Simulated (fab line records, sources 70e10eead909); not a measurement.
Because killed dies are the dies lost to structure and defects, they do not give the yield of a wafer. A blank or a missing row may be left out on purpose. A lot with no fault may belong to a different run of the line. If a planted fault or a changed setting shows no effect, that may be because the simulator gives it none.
fab line records	flow nandHarc
[record] lots = 13	wafers = 39	lastDay = 32
route steps=1302 shown P_M1@308 THIN_TSV@1263 END@1302
lots with no fault: from the same line, run without faults
startH: start of the lot's first displayed wafer, in hours after the record's first day	waitH: time in hours since the lot's previous step	" unchanged from the row above	L1.1+2: a single row standing in for several wafers	- no value, or no start given	* or withheld: withheld	< > ~ a bound
route shown NAME@n: NAME is a module with steps in the file, n the number in the route of the first one	usual: mean/standard deviation of fault-free wafers	same: alike in all rows	chamber/n: place in a boat	sites: per-site readings	_std_site: their standard deviation	_edge_site: inner sites' mean taken away from outer sites' mean	radiusMm: for every site, how far away it sits from the centre of the wafer	mask NAME#n: copy n	behind: the most recent tool/chamber to have shaped the wafer	hold: why the lot went on hold/how many hours it stayed there/how the hold came to an end	device: which transistor (n, p or np) failed to switch	end of line: the route-end tests of the same wafers	a step given without rows: its recipe and nothing more	killed: at the first sort, the dies lost to defects and structure; wafer yield is something else	map: a wafer's dies, marking killed ones x, the rest . and places with no die _
set.NAME: the setting that was run; set.NAME@STEP: the one run at that earlier step	model.NAME: the simulator's own value behind a step, which no gauge read
steps of the route over a sample of lots; a table a step, a row a wafer
services: when a tool's chamber went out of use (startH, in hours from the record's first day, below 0 if earlier), for how many hours, and the reason
[[steps]]
[step NHARC_P_M1_PVD_21]
[recipe] targetThkA = 300	chamberPressurePa = 5	powerW = 5000	substrateTempC = 30	timeS = 20.49	material = Cu
[usual] chamberPressurePa = 5.000/0.01	substrateTempC = 30.00/0.12	throttleValvePct = 30.0/0.8
lot.wafer	tool	chamber	startH	waitH	chamberPressurePa	substrateTempC	throttleValvePct
L531.4	pvdSputter-03	-	131.23	-	4.982	29.99	31.0
L531.2	"	-	"	"	4.990	29.83	31.4
L531.5	"	-	"	"	4.989	29.92	30.0
L530.3	pvdSputter-02	-	132.11	-	5.006	29.90	28.4
L530.4	"	-	"	"	4.991	30.03	29.0
L530.6	"	-	"	"	5.001	30.03	28.6
L533.3	pvdSputter-03	-	165.87	-	5.002	30.16	30.9
L533.5	"	-	"	"	5.008	30.16	29.7
L533.6	"	-	"	"	4.988	30.00	31.3
L535.1	pvdSputter-02	-	172.55	-	5.010	30.19	28.4
L535.6	"	-	"	"	5.003	29.90	29.1
L535.5	"	-	"	"	4.996	30.06	29.7
L537.4	pvdSputter-02	-	196.81	-	4.986	29.96	28.9
L537.1	"	-	"	"	5.010	30.07	30.0
L537.6	"	-	"	"	4.982	29.88	29.1
L538.4	pvdSputter-03	-	205.59	-	5.008	29.94	30.1
L538.1	"	-	"	"	4.986	29.97	30.8
L538.3	"	-	"	"	5.001	30.12	30.7
L540.1	pvdSputter-02	-	232.60	-	4.994	29.95	29.9
L540.4	"	-	"	"	5.001	30.03	28.6
L540.6	"	-	"	"	4.999	30.05	28.9
L542.2	pvdSputter-03	-	250.85	-	5.003	29.89	30.6
L542.5	"	-	"	"	4.994	30.14	30.0
L542.6	"	-	"	"	4.970	29.96	30.7
L543.3	pvdSputter-03	-	263.11	-	5.007	30.13	30.2
L543.2	"	-	"	"	4.999	29.83	30.5
L543.6	"	-	"	"	5.001	30.13	30.3
L547.3	pvdSputter-03	-	292.37	-	4.996	29.97	30.9
L547.4	"	-	"	"	4.982	29.96	30.5
L547.6	"	-	"	"	4.980	29.94	30.8
L548.4	pvdSputter-03	-	307.01	-	4.987	30.05	30.2
L548.1	"	-	"	"	5.000	29.90	31.1
L548.5	"	-	"	"	5.003	29.98	30.6
L549.4	pvdSputter-01	-	321.94	-	4.989	30.04	30.1
L549.5	"	-	"	"	5.004	29.94	30.9
L549.6	"	-	"	"	5.012	30.28	29.9
L551.1	pvdSputter-03	-	333.24	-	4.991	30.26	30.7
L551.4	"	-	"	"	5.000	29.89	30.7
L551.6	"	-	"	"	4.999	30.13	30.2
[step NHARC_THIN_TSV_ETCH_15]
[recipe] targetDepthA = 30000	boschTargetOveretchCycles = 2	boschEtchStepS = 2.8	boschDepStepS = 1.2	boschCycles = 14
[usual] drypumpMotorCurrentA = 5.6/0.4
lot.wafer	tool	chamber	startH	waitH	drypumpMotorCurrentA	rfHoursCounterH
L531.2	rieSi-04	2	547.16	-	5.4	0.12
L531.4	"	0	"	"	5.1	0.16
L531.5	"	1	"	"	5.9	-
L530.4	rieSi-05	2	548.48	-	5.5	0.32
L530.3	"	0	"	"	5.3	0.41
L530.6	"	3	"	"	5.5	-
L533.3	rieSi-01	2	590.92	-	5.8	0.17
L533.5	"	3	"	"	5.0	-
L533.6	"	0	"	"	5.8	-
L535.1	rieSi-01	3	597.93	-	4.9	0.21
L535.6	"	1	"	"	6.6	-
L535.5	"	2	"	"	5.8	-
L537.4	rieSi-04	0	621.29	-	5.1	0.51
L537.1	"	1	"	"	5.9	0.53
L537.6	"	1	"	"	5.9	-
L538.1	rieSi-01	0	622.48	-	5.8	0.32
L538.3	"	2	"	"	5.8	0.34
L538.4	"	3	"	"	4.9	-
L540.1	rieSi-01	3	684.90	-	5.0	0.69
L540.4	"	0	"	"	5.8	0.78
L540.6	"	2	"	"	5.8	-
L543.3	rieSi-05	0	686.09	-	5.3	0.22
L543.2	"	3	"	"	5.6	0.18
L543.6	"	1	"	"	5.7	-
L542.2	rieSi-04	0	687.45	-	5.1	0.85
L542.5	"	1	"	"	5.9	-
L542.6	"	3	"	"	6.0	-
L547.4	rieSi-01	1	699.40	-	6.6	0.81
L547.3	"	2	"	"	5.8	0.78
L547.6	"	0	"	"	5.8	-
L548.4	rieSi-04	1	725.40	-	5.9	0.13
L548.1	"	2	"	"	5.4	0.10
L548.5	"	1	"	"	5.9	-
L549.4	rieSi-04	1	747.62	-	5.9	0.24
L549.6	"	3	"	"	6.0	-
L549.5	"	0	"	"	5.1	-
L551.4	rieSi-04	0	757.63	-	5.1	0.35
L551.1	"	2	"	"	5.5	0.27
L551.6	"	0	"	"	5.1	-
[step NHARC_THIN_TSV_CD_MEAS_16]
[usual] cdNm = 1000.5/2
lot.wafer	tool	chamber	startH	waitH	cdNm
L531.2	cdSem-01	-	547.30	0.1	1000.1
L531.4	"	-	"	"	998.2
L531.5	"	-	"	"	1000.6
L530.3	cdSem-01	-	548.63	0.1	1003.6
L530.4	"	-	"	"	1001.7
L530.6	"	-	"	"	1002.1
L533.3	cdSem-02	-	591.03	0.1	1003.1
L533.5	"	-	"	"	1002.2
L533.6	"	-	"	"	1000.0
L535.1	cdSem-01	-	598.05	0.1	998.3
L535.5	"	-	"	"	1000.4
L535.6	"	-	"	"	1003.7
L537.1	cdSem-02	-	621.44	0.1	1002.8
L537.4	"	-	"	"	1005.6
L537.6	"	-	"	"	1002.2
L538.1	cdSem-01	-	622.65	0.2	997.7
L538.3	"	-	"	"	998.7
L538.4	"	-	"	"	996.0
L540.1	cdSem-02	-	685.03	0.1	1005.5
L540.4	"	-	"	"	1005.0
L540.6	"	-	"	"	1002.8
L543.2	cdSem-01	-	686.24	0.1	997.5
L543.3	"	-	"	"	1001.8
L543.6	"	-	"	"	1000.7
L542.2	cdSem-03	-	687.59	0.1	998.4
L542.5	"	-	"	"	1003.2
L542.6	"	-	"	"	1000.1
L547.3	cdSem-03	-	699.53	0.1	1002.6
L547.4	"	-	"	"	1005.7
L547.6	"	-	"	"	1001.8
L548.1	cdSem-03	-	725.53	0.1	999.2
L548.4	"	-	"	"	1000.4
L548.5	"	-	"	"	998.8
L549.4	cdSem-02	-	747.75	0.1	1002.2
L549.5	"	-	"	"	1000.2
L549.6	"	-	"	"	999.0
L551.1	cdSem-02	-	757.76	0.1	999.4
L551.4	"	-	"	"	999.6
L551.6	"	-	"	"	1001.9
[step NHARC_THIN_TSV_STRIP_56]
[recipe] powerW = 1500	tempC = 250	chemistry = O2
[usual] drypumpMotorCurrentA = 5.4/0.4	heaterPowerW = 316/18	rfReflPowerW = 29/9.5
lot.wafer	tool	chamber	startH	waitH	drypumpMotorCurrentA	heaterPowerW	rfHoursCounterH	rfReflPowerW
L531.2	plasmaAsher-02	0	553.05	0.1	4.9	308	21	46
L531.4	"	0	"	"	4.8	318	-	47
L531.5	"	0	"	"	4.8	309	-	47
L530.3	plasmaAsher-02	0	554.34	0.2	4.8	303	-	45
L530.4	"	1	"	"	6.0	332	-	28
L530.6	"	0	"	"	4.8	310	-	45
L533.3	plasmaAsher-02	0	596.76	0.2	4.8	304	-	45
L533.6	"	1	"	"	6.0	340	-	27
L533.5	"	0	"	"	4.9	313	-	45
L535.1	plasmaAsher-02	1	603.79	0.1	6.0	338	31	27
L535.6	"	1	"	"	6.0	330	-	27
L535.5	"	0	"	"	4.8	312	-	45
L537.1	plasmaAsher-01	0	627.28	0.2	5.3	283	20	19
L537.4	"	0	"	"	5.3	291	-	20
L537.6	"	1	"	"	5.3	330	-	25
L538.1	plasmaAsher-01	1	628.56	0.1	5.3	333	21	26
L538.3	"	0	"	"	5.3	286	-	20
L538.4	"	1	"	"	5.3	326	-	25
L540.1	plasmaAsher-02	0	690.50	0.1	4.8	307	9	46
L540.4	"	1	"	"	6.0	331	-	27
L540.6	"	1	"	"	6.0	336	-	27
L543.2	plasmaAsher-01	1	691.89	0.1	5.3	335	32	24
L543.3	"	0	"	"	5.4	285	-	21
L543.6	"	0	"	"	5.4	293	-	20
L542.2	plasmaAsher-01	0	693.32	0.1	5.3	289	33	20
L542.5	"	0	"	"	5.3	295	-	20
L542.6	"	1	"	"	5.3	329	-	26
L547.4	plasmaAsher-01	1	706.00	0.2	5.3	320	-	25
L547.3	"	0	"	"	5.3	303	-	19
L547.6	"	1	"	"	5.3	332	-	26
L548.1	plasmaAsher-02	1	731.15	0.1	6.0	342	23	29
L548.4	"	0	"	"	4.8	307	-	46
L548.5	"	0	"	"	4.9	306	-	45
L549.4	plasmaAsher-01	1	753.44	0.2	5.3	324	-	25
L549.5	"	1	"	"	5.3	320	-	26
L549.6	"	0	"	"	5.3	295	-	20
L551.1	plasmaAsher-01	0	763.29	0.1	5.3	295	13	20
L551.4	"	0	"	"	5.3	299	-	19
L551.6	"	1	"	"	5.3	322	-	26
[step NHARC_END_SORT_01]
[recipe] tempC = 25
[usual] defectLimitedYield = 91.0/2.8	killedAtArray = 56/18	killedAtOther = 1.4/1.5	killedAtPeriphery = 4/3.1	killedDies = 61/19	killedOpen = 3.5/1.8	killedShort = 2.4/1.4
[same] grossDies = 677
lot.wafer	tool	chamber	startH	waitH	defectLimitedYield[%]	killedAtArray	killedAtOther	killedAtPeriphery	killedDies	killedOpen	killedShort
L531.2	prober-01	0	562.15	2.8	95.4	27	1	3	31	3	3
L531.4	prober-01	0	563.75	3.4	97.0	17	2	1	20	1	4
L531.5	prober-01	0	564.55	3.7	96.0	21	0	6	27	5	2
L530.3	prober-02	0	562.99	3.1	90.5	63	0	1	64	2	2
L530.4	prober-02	0	563.80	3.4	90.4	64	1	0	65	3	1
L530.6	prober-02	0	565.42	4.0	87.4	81	0	4	85	3	5
L533.3	prober-01	0	608.47	3.1	92.3	50	0	2	52	1	3
L533.5	prober-01	0	610.05	3.7	93.4	43	1	1	45	0	0
L533.6	prober-01	0	610.83	3.9	91.1	58	1	1	60	4	1
L535.1	prober-02	0	612.33	2.5	90.7	61	1	1	63	2	2
L535.5	prober-02	0	615.51	3.7	89.8	67	1	1	69	5	0
L535.6	prober-02	0	616.31	4.0	92.2	51	1	1	53	1	4
L538.1	prober-01	0	635.72	2.5	87.4	77	1	7	85	1	1
L538.3	prober-01	0	637.34	3.1	87.1	71	0	16	87	7	2
L538.4	prober-01	0	638.14	3.4	85.5	92	0	6	98	2	1
L537.1	prober-02	0	635.73	2.5	89.5	68	0	3	71	5	2
L537.4	prober-02	0	638.12	3.4	91.4	57	0	1	58	4	1
L537.6	prober-02	0	639.71	4.0	89.8	66	1	2	69	7	5
L540.1	prober-01	0	701.04	2.5	86.0	82	1	12	95	4	3
L540.4	prober-01	0	703.40	3.3	89.7	63	0	7	70	2	1
L540.6	prober-01	0	704.98	3.9	86.1	82	0	12	94	6	4
L543.2	prober-02	0	701.93	2.8	95.0	29	3	2	34	2	2
L543.3	prober-02	0	702.73	3.1	93.9	36	2	3	41	5	5
L543.6	prober-02	0	705.12	4.0	94.4	34	2	2	38	5	3
L542.2	prober-01	0	709.54	2.8	88.2	75	0	5	80	3	2
L542.5	prober-01	0	711.92	3.7	88.8	72	0	4	76	2	5
L542.6	prober-01	0	712.71	4.0	87.7	80	0	3	83	3	4
L547.3	prober-02	0	716.00	3.1	91.3	56	2	1	59	5	1
L547.4	prober-02	0	716.80	3.4	91.9	48	4	3	55	7	1
L547.6	prober-02	0	718.40	4.0	92.3	46	2	4	52	4	2
L548.1	prober-02	0	738.62	2.5	88.0	79	2	0	81	2	2
L548.4	prober-02	0	740.99	3.4	78.7	65	0	79	144	4	4
L548.5	prober-02	0	741.78	3.7	88.3	78	1	0	79	3	3
L549.4	prober-01	0	764.15	3.4	94.5	34	0	3	37	5	0
L549.5	prober-01	0	764.96	3.7	94.5	35	0	2	37	2	2
L549.6	prober-01	0	765.77	4.1	95.6	28	0	2	30	2	2
L551.1	prober-02	0	770.66	2.5	90.5	59	3	2	64	4	0
L551.4	prober-02	0	773.06	3.4	92.6	46	0	4	50	3	3
L551.6	prober-02	0	774.66	4.0	80.5	42	3	87	132	1	0
// killed by level:class
L531.2 A_CHANNEL_HOLE_D2:chamberFilmFlake=11 A_STAIRCASE:chamberFilmFlake=9 P_ZERO_WELL:chamberFilmFlake=2 A_ONON_D1:geometricParticle:short=1 A_CHANNEL_HOLE_D1:geometricParticle:short=1 A_ONON_D2:geometricParticle:open=1 A_WL_FILL:geometricParticle:short=1 A_WL_FILL:geometricParticle:open=1
L530.3 A_CHANNEL_HOLE_D1:chamberFilmFlake=30 A_SLIT:chamberFilmFlake=19 A_CONTACT:chamberFilmFlake=3 A_CHANNEL_FILL_D1:chamberFilmFlake=2 A_CHANNEL_HOLE_D2:chamberFilmFlake=2 A_STAIRCASE:chamberFilmFlake=2 A_ONON_D2:geometricParticle:open=1 A_CHANNEL_FILL_D2:geometricParticle:open=1
L531.4 A_STAIRCASE:chamberFilmFlake=5 A_CHANNEL_HOLE_D2:chamberFilmFlake=4 A_WL_FILL:geometricParticle:short=2 THIN_TSV:chamberFilmFlake=2 A_ONON_D2:geometricParticle:open=1 A_ONON_D2:geometricParticle:short=1 A_CHANNEL_FILL_D2:geometricParticle:short=1 P_ZERO_WELL:chamberFilmFlake=1
L530.4 A_CHANNEL_HOLE_D1:chamberFilmFlake=34 A_SLIT:chamberFilmFlake=19 A_CHANNEL_HOLE_D2:chamberFilmFlake=2 A_ONON_D1:geometricParticle:short=1 A_CONTACT:geometricParticle:open=1 A_M0:geometricParticle:open=1 A_M1:geometricParticle:open=1 A_ZERO_WELL:chamberFilmFlake=1
L531.5 A_CHANNEL_HOLE_D2:chamberFilmFlake=6 A_STAIRCASE:chamberFilmFlake=5 P_M0:chamberFilmFlake=3 A_M0:geometricParticle:open=2 A_CONTACT:chamberFilmFlake=2 P_GATE:geometricParticle:open=1 P_CONTACT:geometricParticle:open=1 A_ONON_D1:geometricParticle:short=1
L530.6 A_CHANNEL_HOLE_D1:chamberFilmFlake=29 A_SLIT:chamberFilmFlake=25 A_CHANNEL_HOLE_D2:chamberFilmFlake=11 A_CONTACT:chamberFilmFlake=6 P_GATE:geometricParticle:open=1 P_M0:geometricParticle:open=1 A_ONON_D1:geometricParticle:short=1 A_CHANNEL_FILL_D1:geometricParticle:short=1
L533.3 A_SLIT:chamberFilmFlake=28 A_CHANNEL_HOLE_D2:chamberFilmFlake=4 A_CONTACT:chamberFilmFlake=4 A_STAIRCASE:chamberFilmFlake=3 P_STI:chamberFilmFlake=2 A_CHANNEL_HOLE_D1:chamberFilmFlake=2 A_CHANNEL_FILL_D2:chamberFilmFlake=2 A_M1:chamberFilmFlake=2
L533.5 A_SLIT:chamberFilmFlake=17 A_CHANNEL_HOLE_D2:chamberFilmFlake=12 A_CONTACT:chamberFilmFlake=8 A_CHANNEL_HOLE_D1:chamberFilmFlake=2 A_STAIRCASE:chamberFilmFlake=2 P_ZERO_WELL:chamberFilmFlake=1 A_WL_FILL:chamberFilmFlake=1 A_M1:chamberFilmFlake=1
L533.6 A_SLIT:chamberFilmFlake=32 A_CONTACT:chamberFilmFlake=7 A_CHANNEL_HOLE_D2:chamberFilmFlake=4 A_STAIRCASE:chamberFilmFlake=4 A_CHANNEL_HOLE_D1:chamberFilmFlake=3 A_CHANNEL_FILL_D2:chamberFilmFlake=3 A_ONON_D2:geometricParticle:open=1 A_STAIRCASE:geometricParticle:short=1
L535.1 A_CHANNEL_HOLE_D2:chamberFilmFlake=34 A_CHANNEL_HOLE_D1:chamberFilmFlake=6 A_CONTACT:chamberFilmFlake=6 A_STAIRCASE:chamberFilmFlake=4 A_DECK1_JOINT:chamberFilmFlake=3 A_CHANNEL_FILL_D2:chamberFilmFlake=3 P_GATE:geometricParticle:short=1 A_ONON_D1:geometricParticle:open=1
L535.5 A_CHANNEL_HOLE_D2:chamberFilmFlake=47 A_CHANNEL_HOLE_D1:chamberFilmFlake=5 A_M1:chamberFilmFlake=3 A_CHANNEL_FILL_D2:geometricParticle:open=2 A_CHANNEL_FILL_D2:chamberFilmFlake=2 A_STAIRCASE:chamberFilmFlake=2 A_CONTACT:chamberFilmFlake=2 P_CONTACT:geometricParticle:open=1
L535.6 A_CHANNEL_HOLE_D2:chamberFilmFlake=31 A_STAIRCASE:chamberFilmFlake=4 A_CHANNEL_HOLE_D1:chamberFilmFlake=3 A_CONTACT:chamberFilmFlake=3 A_CHANNEL_FILL_D2:chamberFilmFlake=2 P_M1:geometricParticle:open=1 A_ONON_D1:geometricParticle:short=1 A_DECK1_JOINT:geometricParticle:short=1
L538.1 A_SLIT:chamberFilmFlake=33 A_CHANNEL_HOLE_D1:chamberFilmFlake=27 A_CHANNEL_HOLE_D2:chamberFilmFlake=8 P_BONDPAD:chamberFilmFlake=5 A_DECK1_JOINT:chamberFilmFlake=3 A_CONTACT:chamberFilmFlake=2 A_CHANNEL_FILL_D1:geometricParticle:short=1 A_DECK1_JOINT:geometricParticle:open=1
L537.1 A_SLIT:chamberFilmFlake=33 A_CHANNEL_HOLE_D2:chamberFilmFlake=12 A_CONTACT:chamberFilmFlake=8 A_WL_FILL:chamberFilmFlake=3 P_CONTACT:geometricParticle:open=1 P_M0:geometricParticle:open=1 A_ONON_D1:geometricParticle:open=1 A_CHANNEL_FILL_D1:geometricParticle:short=1
L538.3 A_CHANNEL_HOLE_D1:chamberFilmFlake=29 A_SLIT:chamberFilmFlake=20 A_CHANNEL_HOLE_D2:chamberFilmFlake=11 P_BONDPAD:chamberFilmFlake=8 P_GATE:chamberFilmFlake=7 A_CHANNEL_FILL_D1:geometricParticle:open=3 A_ONON_D1:geometricParticle:open=2 A_ONON_D1:geometricParticle:short=2
L537.4 A_SLIT:chamberFilmFlake=28 A_CONTACT:chamberFilmFlake=7 A_CHANNEL_HOLE_D1:chamberFilmFlake=4 A_CHANNEL_HOLE_D2:chamberFilmFlake=4 A_STAIRCASE:chamberFilmFlake=3 A_WL_FILL:chamberFilmFlake=3 A_SGD_CUT:chamberFilmFlake=2 A_ONON_D1:geometricParticle:open=1
L538.4 A_CHANNEL_HOLE_D1:chamberFilmFlake=36 A_SLIT:chamberFilmFlake=29 A_CHANNEL_HOLE_D2:chamberFilmFlake=17 P_GATE:chamberFilmFlake=3 P_BONDPAD:chamberFilmFlake=3 A_STAIRCASE:chamberFilmFlake=2 A_CONTACT:chamberFilmFlake=2 A_CHANNEL_FILL_D1:geometricParticle:short=1
L537.6 A_SLIT:chamberFilmFlake=28 A_CHANNEL_HOLE_D2:chamberFilmFlake=10 A_STAIRCASE:chamberFilmFlake=5 A_CHANNEL_HOLE_D1:chamberFilmFlake=3 A_WL_FILL:chamberFilmFlake=3 A_CHANNEL_FILL_D1:geometricParticle:short=2 A_M0:geometricParticle:open=2 A_CHANNEL_FILL_D2:chamberFilmFlake=2
L540.1 A_CHANNEL_HOLE_D1:chamberFilmFlake=32 A_SLIT:chamberFilmFlake=27 A_CHANNEL_HOLE_D2:chamberFilmFlake=9 A_CONTACT:chamberFilmFlake=9 P_BONDPAD:chamberFilmFlake=4 P_GATE:chamberFilmFlake=3 P_GATE:geometricParticle:short=1 P_M2:geometricParticle:short=1
L543.2 A_CHANNEL_HOLE_D1:chamberFilmFlake=10 A_CONTACT:chamberFilmFlake=5 A_CHANNEL_HOLE_D2:chamberFilmFlake=4 A_SLIT:chamberFilmFlake=3 A_WL_FILL:chamberFilmFlake=3 HYBRID_BOND:chamberFilmFlake=2 P_CONTACT:geometricParticle:open=1 A_CHANNEL_HOLE_D2:geometricParticle:short=1
L543.3 A_CHANNEL_HOLE_D1:chamberFilmFlake=18 A_CONTACT:chamberFilmFlake=6 A_CHANNEL_FILL_D1:geometricParticle:short=2 A_STAIRCASE:chamberFilmFlake=2 P_STI:geometricParticle:open=1 P_CONTACT:geometricParticle:short=1 A_CHANNEL_FILL_D1:geometricParticle:open=1 A_CHANNEL_HOLE_D2:geometricParticle:open=1
L540.4 A_SLIT:chamberFilmFlake=28 A_CHANNEL_HOLE_D1:chamberFilmFlake=15 A_CHANNEL_HOLE_D2:chamberFilmFlake=10 P_BONDPAD:chamberFilmFlake=5 A_CONTACT:chamberFilmFlake=5 A_ONON_D2:geometricParticle:open=1 A_CHANNEL_HOLE_D2:geometricParticle:short=1 A_SLIT:geometricParticle:open=1
L540.6 A_CHANNEL_HOLE_D1:chamberFilmFlake=33 A_SLIT:chamberFilmFlake=19 A_CHANNEL_HOLE_D2:chamberFilmFlake=17 A_CONTACT:chamberFilmFlake=8 P_BONDPAD:chamberFilmFlake=3 A_BLC:geometricParticle:open=2 P_GATE:chamberFilmFlake=2 P_GATE:geometricParticle:open=1
L543.6 A_CHANNEL_HOLE_D1:chamberFilmFlake=14 A_SGD_CUT:geometricParticle:open=3 A_SLIT:chamberFilmFlake=3 A_WL_FILL:chamberFilmFlake=3 A_CHANNEL_HOLE_D2:chamberFilmFlake=2 A_STAIRCASE:chamberFilmFlake=2 P_CONTACT:geometricParticle:short=1 A_CHANNEL_FILL_D1:geometricParticle:short=1
L542.2 A_CHANNEL_HOLE_D1:chamberFilmFlake=34 A_SLIT:chamberFilmFlake=32 P_ZERO_WELL:chamberFilmFlake=2 A_STAIRCASE:chamberFilmFlake=2 P_M0:geometricParticle:open=1 P_M0:geometricParticle:short=1 A_ONON_D1:geometricParticle:short=1 A_ONON_D1:geometricParticle:open=1
L542.5 A_SLIT:chamberFilmFlake=32 A_CHANNEL_HOLE_D1:chamberFilmFlake=31 A_DECK1_JOINT:geometricParticle:short=2 P_M0:geometricParticle:short=1 P_M2:geometricParticle:short=1 A_STAIRCASE:geometricParticle:open=1 A_WL_FILL:geometricParticle:short=1 A_CONTACT:geometricParticle:open=1
L542.6 A_CHANNEL_HOLE_D1:chamberFilmFlake=35 A_SLIT:chamberFilmFlake=30 A_WL_FILL:chamberFilmFlake=6 P_M0:geometricParticle:short=1 A_SOURCE_PLATE:geometricParticle:short=1 A_CHANNEL_HOLE_D1:geometricParticle:short=1 A_ONON_D2:geometricParticle:open=1 A_CHANNEL_HOLE_D2:geometricParticle:short=1
L547.3 A_CHANNEL_HOLE_D1:chamberFilmFlake=36 A_CONTACT:chamberFilmFlake=7 A_SLIT:chamberFilmFlake=3 A_STAIRCASE:chamberFilmFlake=2 THIN_TSV:chamberFilmFlake=2 A_ONON_D1:geometricParticle:open=1 A_CHANNEL_HOLE_D1:geometricParticle:open=1 A_CHANNEL_FILL_D1:geometricParticle:open=1
L547.4 A_CHANNEL_HOLE_D1:chamberFilmFlake=30 A_CONTACT:chamberFilmFlake=8 THIN_TSV:chamberFilmFlake=4 A_STAIRCASE:chamberFilmFlake=2 A_SLIT:chamberFilmFlake=2 P_GATE:geometricParticle:open=1 P_CONTACT:geometricParticle:open=1 P_M1:geometricParticle:open=1
L547.6 A_CHANNEL_HOLE_D1:chamberFilmFlake=33 A_SLIT:chamberFilmFlake=6 A_CONTACT:chamberFilmFlake=3 P_M1:geometricParticle:open=2 THIN_TSV:chamberFilmFlake=2 P_CONTACT:geometricParticle:open=1 P_M2:geometricParticle:open=1 A_ONON_D2:geometricParticle:short=1
L548.1 A_CHANNEL_HOLE_D1:chamberFilmFlake=35 A_SLIT:chamberFilmFlake=31 A_CONTACT:chamberFilmFlake=4 A_WL_FILL:chamberFilmFlake=3 A_CHANNEL_HOLE_D2:geometricParticle:short=2 THIN_TSV:chamberFilmFlake=2 A_ONON_D1:geometricParticle:open=1 A_ONON_D2:geometricParticle:open=1
L548.4 P_M1:unspecified=77 A_SLIT:chamberFilmFlake=36 A_CHANNEL_HOLE_D1:chamberFilmFlake=14 A_CONTACT:chamberFilmFlake=3 A_STAIRCASE:chamberFilmFlake=2 P_CONTACT:geometricParticle:short=1 A_DECK1_JOINT:geometricParticle:open=1 A_ONON_D2:geometricParticle:open=1
L548.5 A_SLIT:chamberFilmFlake=33 A_CHANNEL_HOLE_D1:chamberFilmFlake=29 A_WL_FILL:chamberFilmFlake=3 A_CONTACT:chamberFilmFlake=3 A_CHANNEL_FILL_D1:geometricParticle:short=1 A_DECK1_JOINT:geometricParticle:open=1 A_ONON_D2:geometricParticle:short=1 A_CHANNEL_HOLE_D2:geometricParticle:open=1
L549.4 A_CHANNEL_HOLE_D1:chamberFilmFlake=14 A_SLIT:chamberFilmFlake=7 A_STAIRCASE:chamberFilmFlake=3 A_M0:geometricParticle:open=2 P_STI:chamberFilmFlake=2 A_CONTACT:chamberFilmFlake=2 P_M0:geometricParticle:open=1 A_SOURCE_PLATE:geometricParticle:open=1
L549.5 A_CHANNEL_HOLE_D1:chamberFilmFlake=16 A_SLIT:chamberFilmFlake=4 A_CHANNEL_FILL_D1:chamberFilmFlake=3 A_CHANNEL_HOLE_D2:chamberFilmFlake=2 A_CONTACT:chamberFilmFlake=2 P_GATE:geometricParticle:open=1 A_ONON_D2:geometricParticle:short=1 A_ONON_D2:geometricParticle:open=1
L549.6 A_CHANNEL_HOLE_D1:chamberFilmFlake=10 A_SLIT:chamberFilmFlake=5 A_BONDPAD:chamberFilmFlake=3 A_ONON_D1:geometricParticle:short=2 P_STI:chamberFilmFlake=2 A_CHANNEL_FILL_D1:chamberFilmFlake=2 A_DECK1_JOINT:geometricParticle:open=1 A_CHANNEL_FILL_D2:geometricParticle:open=1
L551.1 A_SLIT:chamberFilmFlake=32 A_CHANNEL_HOLE_D2:chamberFilmFlake=7 A_CONTACT:chamberFilmFlake=7 A_CHANNEL_HOLE_D1:unspecified=3 THIN_TSV:chamberFilmFlake=3 A_STAIRCASE:chamberFilmFlake=2 A_ONON_D1:geometricParticle:open=1 A_DECK1_JOINT:geometricParticle:open=1
L551.4 A_SLIT:chamberFilmFlake=28 A_STAIRCASE:chamberFilmFlake=4 A_CHANNEL_HOLE_D2:chamberFilmFlake=3 A_CONTACT:chamberFilmFlake=3 P_CONTACT:geometricParticle:open=2 A_CHANNEL_FILL_D1:geometricParticle:short=2 A_CHANNEL_HOLE_D1:unspecified=2 P_M0:geometricParticle:open=1
L551.6 P_M1:unspecified=82 A_SLIT:chamberFilmFlake=33 A_STAIRCASE:chamberFilmFlake=3 THIN_TSV:chamberFilmFlake=3 P_M1:chamberFilmFlake=2 P_M2:chamberFilmFlake=2 A_CHANNEL_FILL_D2:geometricParticle:open=1 P_STI:chamberFilmFlake=1
[[services]]
tool	chamber	startH	hours	kind
plasmaAsher-01	-	131.38	0.9	repair
plasmaAsher-01	-	138.19	3.7	repair
plasmaAsher-02	-	150.38	2.6	repair
plasmaAsher-02	-	153.00	3.4	repair
rieSi-04	2	164.99	8.8	repair
plasmaAsher-01	-	165.00	9.0	pm
rieSi-04	-	165.00	9.0	pm
pvdSputter-03	-	170.00	10.0	pm
plasmaAsher-02	-	249.00	9.0	pm
plasmaAsher-01	-	275.60	1.7	repair
rieSi-04	0	300.34	1.0	repair
plasmaAsher-01	-	342.00	9.0	pm
rieSi-04	-	342.00	9.0	pm
pvdSputter-03	-	348.00	10.0	pm
rieSi-04	-	371.55	0.8	repair
rieSi-04	0	404.60	3.0	repair
plasmaAsher-01	-	406.15	0.6	repair
rieSi-04	3	413.86	1.9	repair
pvdSputter-03	-	419.85	8.1	repair
pvdSputter-03	-	438.03	1.7	repair
plasmaAsher-01	-	519.00	9.0	pm
pvdSputter-03	-	526.00	10.0	pm
plasmaAsher-01	-	696.00	9.0	pm
pvdSputter-03	-	704.07	10.0	pm
[[key]]
[firstSign] step = NHARC_END_SORT_01	reading = killedAtPeriphery	direction = up	sigmas = 26	usual = 4	struck = 83
[effect] step = NHARC_END_SORT_01	reading = defectLimitedYield	direction = down	sigmas = 4.1	usual = 91.0	struck = 79.6
[moreKillsBornAt] NHARC_P_M1_PVD_21@pvdSputter-03 = 159
metAt NHARC_P_M1_PVD_21
struckLots L548,L551
struckWafers L548.4,L551.6
notActingAt NHARC_THIN_TSV_ETCH_15,NHARC_THIN_TSV_CD_MEAS_16,NHARC_THIN_TSV_STRIP_56
onsetBetween 263.11 307.01
[fault] kind = chamberParticleSource	tool = pvdSputter-03	chamber = -	onsetH = 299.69	steps = NHARC_P_M1_PVD_21	ratePerVisitCm2 = 1.4923	endH = 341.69	scope = struckWafersOnly
